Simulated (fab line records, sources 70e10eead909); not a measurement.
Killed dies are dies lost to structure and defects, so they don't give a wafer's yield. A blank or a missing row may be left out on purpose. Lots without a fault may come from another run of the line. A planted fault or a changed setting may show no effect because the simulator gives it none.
fab line records | flow nand_harc
record lots=14 wafers=42 last_day=34
route steps=1302 shown P_ZERO_WELL@4 P_STI@85
lots that met no fault: from a run of the same line without faults
start_h: hours from the record's first day to the start of the lot's first wafer shown | wait_h: hours since the lot's step before | " the same as in the row above | L1.1+2: a row that stands for several wafers | - no value, or no start given | * or withheld: withheld | < > ~ a bound
route shown NAME@n: a module of which the file shows steps, and the number in the route of the first | usual: mean/standard deviation of fault-free wafers | same: alike in all rows | chamber/n: place in a boat | sites: the reading at each site | _std_site: their standard deviation | _edge_site: outer sites' mean less inner sites' | radius_mm: how far each site lies from the wafer's centre | mask NAME#n: copy n | behind: the tool/chamber that last shaped the wafer | hold: why the lot was held/for how many hours/how that ended | device: the transistor (n, p or np) that didn't switch | end of line: the same wafers' tests at the end of the route | a step without rows: its recipe alone | killed: dies lost to structure and defects at the first sort, not the wafer's yield | map: a wafer's dies, x killed, . not, _ none there
set.NAME: the setting as run; set.NAME@STEP: as run at that earlier step | model.NAME: the simulator's own value behind a step, which no gauge read
steps of the route over a sample of lots; a table a step, a row a wafer
services: from which hour (start_h, from the record's first day; less than 0 if before it) a tool's chamber was out of use, for how many hours, and why
## steps
# step NHARC_P_ZERO_WELL_PECVD_02
# recipe target_thk_a=100 temp_c=400 pressure_torr=6.5 rf_w=withheld teos_flow_sccm=withheld flow_sccm=2650 target_thk_nm=10 gas=O2 material=SiO2
# columns lot.wafer tool chamber start_h wait_h since_wet_clean_h
L133.2 pecvd-03 2 20.45 - 3
L133.3 " 1 " " 3
L133.5 " 2 " " -
L134.1 pecvd-03 0 30.44 - 13
L134.2 " 2 " " 13
L134.4 " 1 " " -
L135.1 pecvd-01 0 40.49 - 78
L135.2 " 1 " " 78
L135.6 " 2 " " -
L136.2 pecvd-03 2 50.53 - 33
L136.6 " 0 " " -
L136.5 " 2 " " -
L141.3 pecvd-02 2 100.48 - 41
L141.2 " 0 " " 41
L141.4 " 1 " " -
L143.2 pecvd-02 2 120.45 - 61
L143.1 " 1 " " 61
L143.4 " 2 " " -
L144.1 pecvd-02 1 130.45 - 71
L144.3 " 2 " " 71
L144.6 " 1 " " -
L148.3 pecvd-01 2 170.53 - 27
L148.6 " 0 " " -
L148.4 " 1 " " -
L149.2 pecvd-03 1 180.53 - 163
L149.5 " 2 " " -
L149.4 " 0 " " -
L152.3 pecvd-01 2 210.45 - 67
L152.1 " 0 " " 67
L152.4 " 0 " " -
L153.1 pecvd-02 0 220.44 - 161
L153.3 " 1 " " 161
L153.2 " 2 " " 161
L154.4 pecvd-01 2 230.56 - -
L154.6 " 0 " " -
L154.5 " 1 " " -
L155.3 pecvd-01 2 240.45 - 97
L155.2 " 0 " " 97
L155.6 " 2 " " -
L156.2 pecvd-02 0 250.45 - 10
L156.3 " 2 " " 10
L156.5 " 1 " " -
# step NHARC_P_ZERO_WELL_ETCH_63
# recipe target_depth_a=1200 time_s=40.1 hbr_flow_sccm=150 cl2_flow_sccm=50 rf_w=400 icp_w=400 bias_w=100 chemistry=HBr/Cl2
# usual drypump_motor_current_A=5.7/0.48 mfc_cl2_sccm=50.01/0.16 oes_product_au=0.996/0.0099 throttle_valve_pct=26.407/0.0093
# columns lot.wafer tool chamber start_h wait_h drypump_motor_current_A mfc_cl2_sccm oes_product_au rf_hours_counter_h throttle_valve_pct
L133.2 rie_si-03 1 21.67 - 6.6 50.01 1.002 1.0 26.411
L133.3 " 2 " " 5.9 50.22 1.003 0.9 26.413
L133.5 " 1 " " 6.6 49.75 0.991 - 26.400
L134.2 rie_si-03 0 31.72 - 5.3 49.97 0.995 1.0 26.401
L134.1 " 2 " " 5.9 49.81 1.010 0.9 26.400
L134.4 " 3 " " 5.8 49.84 0.984 0.9 26.403
L135.1 rie_si-02 2 41.74 - 5.7 50.16 1.001 0.7 26.392
L135.2 " 3 " " 5.4 50.10 0.987 0.6 26.394
L135.6 " 3 " " 5.4 50.13 0.980 - 26.408
L136.2 rie_si-05 3 51.69 - 5.9 49.99 0.986 0.5 26.395
L136.6 " 1 " " 6.5 50.20 1.015 - 26.419
L136.5 " 2 " " 6.2 50.08 0.995 - 26.423
L141.3 rie_si-05 0 101.82 - 5.5 49.83 1.003 0.8 26.412
L141.4 " 2 " " 6.2 49.95 0.990 0.9 26.433
L141.2 " 3 " " 5.9 49.92 0.992 0.7 26.418
L143.2 rie_si-03 1 121.69 - 6.6 50.08 0.994 0.5 26.408
L143.1 " 3 " " 5.8 50.25 0.978 0.4 26.421
L143.4 " 0 " " 5.3 49.95 0.980 0.5 26.398
L144.3 rie_si-02 0 131.66 - 5.7 50.20 1.007 0.1 26.397
L144.1 " 2 " " 5.7 49.93 0.995 0.1 26.408
L144.6 " 1 " " 5.0 49.78 0.998 - 26.396
L148.3 rie_si-02 3 171.75 - 5.4 50.27 0.993 0.3 26.418
L148.6 " 0 " " 5.6 50.02 1.005 - 26.406
L148.4 " 1 " " 5.0 49.93 1.002 - 26.395
L149.2 rie_si-02 0 181.81 - 5.7 50.30 1.009 0.6 26.400
L149.5 " 0 " " 5.6 50.12 1.019 - 26.408
L149.4 " 3 " " 5.4 49.92 0.980 - 26.393
L152.3 rie_si-02 3 212.22 - 5.4 50.16 0.981 0.7 26.411
L152.1 " 1 " " 5.0 50.05 0.999 0.8 26.393
L152.4 " 1 " " 5.0 49.80 1.002 - 26.403
L153.1 rie_si-02 3 221.58 - 5.4 50.42 0.984 0.8 26.406
L153.3 " 0 " " 5.7 50.11 0.991 0.9 26.411
L153.2 " 1 " " 5.0 50.07 0.987 0.9 26.413
L154.4 rie_si-03 2 231.67 - 5.9 50.01 1.006 0.0 26.404
L154.6 " 1 " " 6.6 49.99 0.996 - 26.405
L154.5 " 2 " " 5.9 49.86 1.018 - 26.398
L155.3 rie_si-02 1 241.75 - 5.0 49.82 0.989 1.1 26.393
L155.2 " 3 " " 5.4 49.80 0.977 1.0 26.409
L155.6 " 1 " " 5.0 50.07 0.993 - 26.402
L156.3 rie_si-05 3 251.58 - 5.9 50.19 0.999 0.7 26.402
L156.2 " 0 " " 5.6 49.77 1.008 0.7 26.413
L156.5 " 0 " " 5.6 50.05 0.999 - 26.401
# step NHARC_P_ZERO_WELL_CD_MEAS_37
# recipe target_cd_nm=720 landing_energy_ev=500
# usual cd_nm=720.2/1.4
# columns lot.wafer tool chamber start_h wait_h cd_nm
L133.2 cd_sem-01 0 24.09 - 717.7
L133.3 " 0 " " 719.0
L133.5 " 0 " " 721.3
L134.1 cd_sem-02 0 34.30 - 721.5
L134.2 " 0 " " 719.6
L134.4 " 0 " " 719.9
L135.1 cd_sem-01 0 44.17 - 720.2
L135.2 " 0 " " 721.6
L135.6 " 0 " " 720.4
L136.2 cd_sem-01 0 53.98 - 721.5
L136.5 " 0 " " 721.0
L136.6 " 0 " " 719.7
L141.2 cd_sem-02 0 104.14 - 718.6
L141.3 " 0 " " 716.9
L141.4 " 0 " " 719.3
L143.1 cd_sem-02 0 124.13 - 724.1
L143.2 " 0 " " 720.6
L143.4 " 0 " " 722.0
L144.1 cd_sem-01 0 134.21 - 719.5
L144.3 " 0 " " 720.2
L144.6 " 0 " " 719.0
L148.3 cd_sem-01 0 174.32 - 718.3
L148.4 " 0 " " 717.3
L148.6 " 0 " " 718.7
L149.2 cd_sem-02 0 184.32 - 721.7
L149.4 " 0 " " 721.5
L149.5 " 0 " " 721.8
L152.1 cd_sem-02 0 214.69 - 721.1
L152.3 " 0 " " 717.3
L152.4 " 0 " " 718.6
L153.1 cd_sem-03 0 224.04 - 718.8
L153.2 " 0 " " 719.7
L153.3 " 0 " " 719.9
L154.4 cd_sem-01 0 234.11 - 721.4
L154.5 " 0 " " 721.3
L154.6 " 0 " " 722.8
L155.2 cd_sem-02 0 244.23 - 718.8
L155.3 " 0 " " 718.9
L155.6 " 0 " " 720.5
L156.2 cd_sem-03 0 254.18 - 721.2
L156.3 " 0 " " 719.9
L156.5 " 0 " " 719.7
# step NHARC_P_ZERO_WELL_INSPECT_43
# usual raw_defect_count=12/5.5
# columns lot.wafer tool chamber start_h wait_h hold raw_defect_count
L133.2 defect_inspect-01 - 27.57 0.5 - 24
L133.3 " - " " - 30
L133.5 " - " " - 20
L134.1 defect_inspect-02 - 37.82 0.6 - 6
L134.2 " - " " - 13
L134.4 " - " " - 6
L135.1 defect_inspect-01 - 47.51 0.6 - 5
L135.2 " - " " - 4
L135.6 " - " " - 12
L136.2 defect_inspect-01 - 57.33 0.5 - 14
L136.5 " - " " - 14
L136.6 " - " " - 9
L141.2 defect_inspect-02 - 107.58 0.5 - 10
L141.3 " - " " - 20
L141.4 " - " " - 15
L143.1 defect_inspect-02 - 127.60 0.6 await_dispo/0.2h/release 310
L143.2 " - " " await_dispo/0.2h/release 294
L143.4 " - " " await_dispo/0.2h/release 311
L143.1 defect_inspect-02 - 127.77 0.2 - 310
L143.2 " - " " - 293
L143.4 " - " " - 306
L144.1 defect_inspect-01 - 137.59 0.6 await_dispo/0.2h/release 300
L144.3 " - " " await_dispo/0.2h/release 293
L144.6 " - " " await_dispo/0.2h/release 300
L144.1 defect_inspect-01 - 137.76 0.2 - 296
L144.3 " - " " - 290
L144.6 " - " " - 306
L148.3 defect_inspect-02 - 177.86 0.4 - 12
L148.4 " - " " - 17
L148.6 " - " " - 12
L149.2 defect_inspect-02 - 187.71 0.5 - 9
L149.4 " - " " - 13
L149.5 " - " " - 17
L152.1 defect_inspect-02 - 218.16 0.6 - 13
L152.3 " - " " - 24
L152.4 " - " " - 17
L153.1 defect_inspect-01 - 229.99 0.6 - 8
L153.2 " - " " - 10
L153.3 " - " " - 9
L154.4 defect_inspect-02 - 237.80 0.2 - 23
L154.5 " - " " - 12
L154.6 " - " " - 12
L155.2 defect_inspect-01 - 247.71 0.5 - 9
L155.3 " - " " - 24
L155.6 " - " " - 16
L156.2 defect_inspect-02 - 257.50 0.5 - 25
L156.3 " - " " - 10
L156.5 " - " " - 18
# step NHARC_P_STI_INSPECT_11
# usual raw_defect_count=6/3.1
# columns lot.wafer tool chamber start_h wait_h raw_defect_count
L133.2 defect_inspect-02 - 48.91 0.0 5
L133.3 " - " " 8
L133.5 " - " " 7
L134.1 defect_inspect-01 - 58.95 0.0 6
L134.2 " - " " 4
L134.4 " - " " 8
L135.1 defect_inspect-01 - 65.19 0.0 9
L135.2 " - " " 7
L135.6 " - " " 8
L136.2 defect_inspect-02 - 73.22 0.0 6
L136.5 " - " " 8
L136.6 " - " " 1
L141.2 defect_inspect-01 - 125.07 0.0 10
L141.3 " - " " 4
L141.4 " - " " 3
L148.3 defect_inspect-01 - 194.71 0.0 1
L148.4 " - " " 5
L148.6 " - " " 6
L149.2 defect_inspect-02 - 206.00 0.0 5
L149.4 " - " " 6
L149.5 " - " " 6
L152.1 defect_inspect-01 - 238.53 0.0 4
L152.3 " - " " 6
L152.4 " - " " 8
L153.1 defect_inspect-01 - 245.26 0.0 5
L153.2 " - " " 2
L153.3 " - " " 6
L154.4 defect_inspect-02 - 253.98 0.0 15
L154.5 " - " " 7
L154.6 " - " " 7
L155.2 defect_inspect-01 - 265.64 0.0 7
L155.3 " - " " 8
L155.6 " - " " 9
L156.2 defect_inspect-01 - 273.92 0.0 14
L156.3 " - " " 2
L156.5 " - " " 4
## services
# columns tool chamber start_h hours kind
rie_si-03 3 1.58 11.0 repair
pecvd-03 - 4.22 13.0 pm
pecvd-01 - 4.31 2.4 repair
pecvd-02 - 9.59 2.1 repair
rie_si-03 - 44.00 9.0 pm
pecvd-02 - 46.11 13.0 pm
pecvd-01 2 47.96 21.0 repair
rie_si-05 - 65.64 0.2 repair
rie_si-02 - 86.39 0.4 repair
rie_si-02 - 100.00 9.0 pm
pecvd-03 0 115.06 4.3 repair
rie_si-05 - 128.00 9.0 pm
pecvd-01 - 130.09 13.0 pm
pecvd-02 - 135.45 1.2 repair
rie_si-03 3 161.04 3.0 repair
rie_si-02 2 168.30 118.9 repair
pecvd-03 - 185.22 13.0 pm
rie_si-05 1 188.24 15.8 repair
rie_si-02 1 205.27 3.6 repair
rie_si-02 - 217.32 0.2 repair
rie_si-03 - 221.00 9.0 pm
pecvd-02 - 227.11 13.0 pm
pecvd-03 - 228.96 1.7 repair
pecvd-03 1 244.52 10.2 repair
## key
first_sign step=NHARC_P_ZERO_WELL_INSPECT_43 reading=raw_defect_count direction=up sigmas=52 usual=12 struck=301
effect step=NHARC_P_ZERO_WELL_INSPECT_43 reading=hold direction=added
met_at NHARC_P_ZERO_WELL_PECVD_02
struck_lots L143,L144
scrapped_behind NHARC_P_ZERO_WELL_INSPECT_43 L143.1,L143.2,L143.4,L144.1,L144.3,L144.6
not_acting_at NHARC_P_ZERO_WELL_ETCH_63,NHARC_P_ZERO_WELL_CD_MEAS_37,NHARC_P_STI_INSPECT_11
onset_between 100.48 120.45
fault kind=chamber_particle_source tool=pecvd-02 chamber=- onset_h=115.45 steps=NHARC_P_ZERO_WELL_PECVD_02 rate_per_visit_cm2=0.45842 end_h=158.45
